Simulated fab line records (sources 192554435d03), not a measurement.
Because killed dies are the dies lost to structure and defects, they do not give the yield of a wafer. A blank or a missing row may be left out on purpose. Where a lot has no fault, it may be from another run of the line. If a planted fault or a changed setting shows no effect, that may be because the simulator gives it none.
Split-lot trial    flow n5Finfet    39 wafers read from 7 lots, route of 1938 steps

## THE SPLIT ITSELF
At N5_MIM_BOT_SPUTTER_00 (material TiN, target thk 35 nm, time 89.7 s), the setting timeS was moved away from the recipe's 89.7 s on 9 of the 39 wafers read, by -48.8% to +18.3%. For the rest of the wafers, this setting stayed at what the recipe calls for.

The split's own step is where the reading is taken.

## THE READING
TiN_of_MIM_BOT_SPUTTER_00.thkNm (the simulator's own value, which no gauge read), in nm, at N5_MIM_BOT_SPUTTER_00 (material TiN, target thk 35 nm, time 89.7 s). The file gives no usual value for it. Average 34.9 nm, standard deviation 0.46 nm, over the 30 wafers here run with the recipe.

wafer   tool, chamber at the split  timeS as run, s  against the recipe  TiN_of_MIM_BOT_SPUTTER_00.thkNm, nm  against lot-mates on the recipe
L077.1  pvdSputter-01, -            89.7             recipe              35                                   -
L077.2  pvdSputter-01, -            89.7             recipe              35.2                                 -
L077.3  pvdSputter-01, -            89.7             recipe              34.8                                 -
L077.5  pvdSputter-01, -            89.7             recipe              34.8                                 -
L077.6  pvdSputter-01, -            89.7             recipe              34.8                                 -
L077.4  pvdSputter-01, -            89.7             recipe              34.4                                 -
L076.1  pvdSputter-01, -            69.44            -22.6%              27                                   -7.5
L076.2  pvdSputter-01, -            89.7             recipe              34.6                                 -
L076.4  pvdSputter-01, -            89.7             recipe              34.6                                 -
L076.3  pvdSputter-01, -            89.7             recipe              34.2                                 -
L076.5  pvdSputter-01, -            69.44            -22.6%              26.8                                 -7.7
L076.6  pvdSputter-01, -            69.44            -22.6%              26.6                                 -7.9
L079.1  pvdSputter-03, -            89.7             recipe              35                                   -
L079.2  pvdSputter-03, -            89.7             recipe              35.6                                 -
L079.3  pvdSputter-03, -            89.7             recipe              35.4                                 -
L079.4  pvdSputter-03, -            89.7             recipe              36                                   -
L079.5  pvdSputter-03, -            89.7             recipe              35.2                                 -
L079.6  pvdSputter-03, -            89.7             recipe              36.2                                 -
L082.1  pvdSputter-01, -            89.7             recipe              34.8                                 -
L082.4  pvdSputter-01, -            89.7             recipe              34.6                                 -
L082.6  pvdSputter-01, -            89.7             recipe              34.4                                 -
L083.1  pvdSputter-01, -            89.7             recipe              35                                   -
L083.2  pvdSputter-01, -            106.1            +18.3%              41                                   +6.3
L083.3  pvdSputter-01, -            89.7             recipe              34.4                                 -
L083.4  pvdSputter-01, -            106.1            +18.3%              41.2                                 +6.5
L083.5  pvdSputter-01, -            89.7             recipe              34.8                                 -
L083.6  pvdSputter-01, -            106.1            +18.3%              41.4                                 +6.7
L087.1  pvdSputter-02, -            89.7             recipe              35                                   -
L087.2  pvdSputter-02, -            89.7             recipe              34.8                                 -
L087.6  pvdSputter-02, -            89.7             recipe              34.8                                 -
L087.3  pvdSputter-02, -            89.7             recipe              34.2                                 -
L087.4  pvdSputter-02, -            89.7             recipe              34.6                                 -
L087.5  pvdSputter-02, -            89.7             recipe              34.6                                 -
L092.1  pvdSputter-02, -            89.7             recipe              35.2                                 -
L092.2  pvdSputter-02, -            89.7             recipe              35                                   -
L092.6  pvdSputter-02, -            89.7             recipe              35                                   -
L092.3  pvdSputter-02, -            45.97            -48.8%              17.8                                 -17.3
L092.4  pvdSputter-02, -            45.97            -48.8%              17.8                                 -17.3
L092.5  pvdSputter-02, -            45.97            -48.8%              17.4                                 -17.7

THE FIT
A straight line over all 39 wafers: TiN_of_MIM_BOT_SPUTTER_00.thkNm changes by +0.353 nm for each +1% of timeS; r = +1.00; the points scatter about the line by 0.42 nm.
The same after taking each lot's own level away (the mean of its wafers on the recipe; 39 wafers): +0.354 nm for each +1%; r = +1.00; scatter 0.28 nm.
That fit puts the effect of the largest move of timeS on the reading at 17 nm.
Measured against the standard deviation above, the lots' own levels, which go from 34.47 to 35.57 nm, span 2.4 times it.
Hence the lot-to-lot level has little effect on the slope; both slopes agree.
Check: -17.2 nm against its lot-mates is what the line predicts for one of the wafers moved furthest among these (-48.8%) when that wafer is left out of the fit. It came out at -17.3 nm against them.

## OTHER SPLITS APPLIED TO THESE WAFERS
These wafers also went through other splits before the reading. Each is held against what the fit with the lots' levels taken away leaves over:
other split on the same wafers  wafers away from the commonest value  r with TiN_of_MIM_BOT_SPUTTER_00.thkNm (lot level and that fit taken away)
N5_BEOL_M8_DESCUM_33 timeS      15                                    +0.12
N5_BEOL_M13_ETCH_68 timeS       15                                    -0.19

## THE FILE'S OWN FIT
TiN_of_MIM_BOT_SPUTTER_00.thkNm changes by +0.354 nm for each +1% of timeS, r = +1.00.
